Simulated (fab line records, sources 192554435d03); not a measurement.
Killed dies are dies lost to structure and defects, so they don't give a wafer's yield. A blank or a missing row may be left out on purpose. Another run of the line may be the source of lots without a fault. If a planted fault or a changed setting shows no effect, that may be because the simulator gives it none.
8D (eight disciplines) problem report, filled in by code ; flow n5Finfet ; the parts of the form that need people (team, actions taken, sign-off) are left out

1. THE ISSUE
At N5_PASSIVATION_PROBE_49, killedAtContacts averages 92 over 2 wafers from 2 lots, while fault-free wafers read 13, standard deviation 6.7. That is +12 standard deviations from the usual mean.
First observed at day 16 09:03: wafer L578.2, on prober-02. The record has a number at this step for 5 wafers belonging to 2 lots. Rule for "out", or "out of limits": more than 4 standard deviations from the usual mean. The rest of the wafers with a number are treated as sound.

2. WHAT THIS IS AND IS NOT
question;is;is not
which readings at this step;killedAtContacts, killedDies, killedOnRim, sortNPass;killed_at_M0_to_M3, killed_at_M4_up, killedAtFrontEnd, killedAtOther, killedOpen
which lots;L578, L579;-
which wafers of those lots;L578.2, L579.1;L578.1, L578.4, L579.3
read on which tools;prober-01, prober-02;-
when;from day 16 09:03;"up to then (1 sound wafer); but 2 sound wafers of L578, L579 came after"

3. WHAT RULES OUT EACH SUSPECT
Counting: any tool at a process step up to the reading remains a suspect provided it ran every lot that is out. Sound lots after the first of them don't rule it out here, since some wafers of a struck lot are sound.
- aldSin-03 at N5_MOL_CONTACT_COAG_ALD_27 (deposits SiOC, target thk 17 nm, pulse time 1.5 s, time 2720 s): kept. It ran every lot that is out, first L578 (day 8 19:14).
- rieDiel-01 at N5_PASSIVATION_ETCH_54 (etches SiO2 in CHF3/O2, target depth 880 nm, time 440 s): kept. It ran every lot that is out, first L578 (day 16 04:23).
- rieDiel-01 at N5_PASSIVATION_STRIP_48 (strips in O2): kept. It ran every lot that is out, first L578 (day 16 04:40).
- Within aldSin-03 at N5_MOL_CONTACT_COAG_ALD_27: the wafers that are out ran in chamber 3; their sound lot-mates ran in chambers 0, 1.
- Within rieDiel-01 at N5_PASSIVATION_ETCH_54: the wafers that are out ran in chamber 1; their sound lot-mates ran in chambers 0, 3.
- Within rieDiel-01 at N5_PASSIVATION_STRIP_48: the wafers that are out ran in chamber 1; their sound lot-mates ran in chambers 0, 3.
The count leaves aldSin-03 at N5_MOL_CONTACT_COAG_ALD_27, rieDiel-01 at N5_PASSIVATION_ETCH_54, and rieDiel-01 at N5_PASSIVATION_STRIP_48.

4. THE CAUSE (what the simulator had put in)
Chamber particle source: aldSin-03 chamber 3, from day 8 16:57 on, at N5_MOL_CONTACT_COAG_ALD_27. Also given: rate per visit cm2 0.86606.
After counting, 3 suspects remain, this tool included.

5. SEQUENCE OF EFFECTS, ordered by route
One row per reading whose mean, taken over the struck wafers that have a number, lies over 3 standard deviations from the usual. Scope: only readings with a usual standard deviation given in the record; hours: median across lots of the time from each lot's start at the first step in this table that gives one to its start at this step; sigmas: change in usual standard deviations.
hours;step;reading;usual;on struck wafers;change;sigmas
0;N5_PASSIVATION_PROBE_49;defectLimitedYield;91.2 %;84.0;-7.2;-4.8
0;N5_PASSIVATION_PROBE_49;killedAtContacts;13;92;+79;+12
0;N5_PASSIVATION_PROBE_49;killedDies;103;189;+86;+5.1
0;N5_PASSIVATION_PROBE_49;killedOnRim;14;36;+22;+5.0
0;N5_PASSIVATION_PROBE_49;sort_bin_5_function;5.2 %;9.8;+4.6;+4.9
0;N5_PASSIVATION_PROBE_49;sortNPass;1077;991;-86;-5.1
0;N5_PASSIVATION_PROBE_49;sortYieldPct;91.2 %;84.0;-7.2;-4.8
Its process steps:
- N5_PASSIVATION_PROBE_49

6. HOW IT WOULD HAVE BEEN CAUGHT EARLIER
In this record the first reading out of limits was taken at day 16 09:03, 184 hours after the fault began at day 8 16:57.
Tool readings at N5_MOL_CONTACT_COAG_ALD_27 with a usual standard deviation given in the record: none out on any struck wafer, hence no alarm at a limit of 4 standard deviations on them.
By day 16 09:03 the whole set of lots that are out, 2 in number, had already begun N5_MOL_CONTACT_COAG_ALD_27 on aldSin-03. Holding the tool at that point would not have protected any of them.
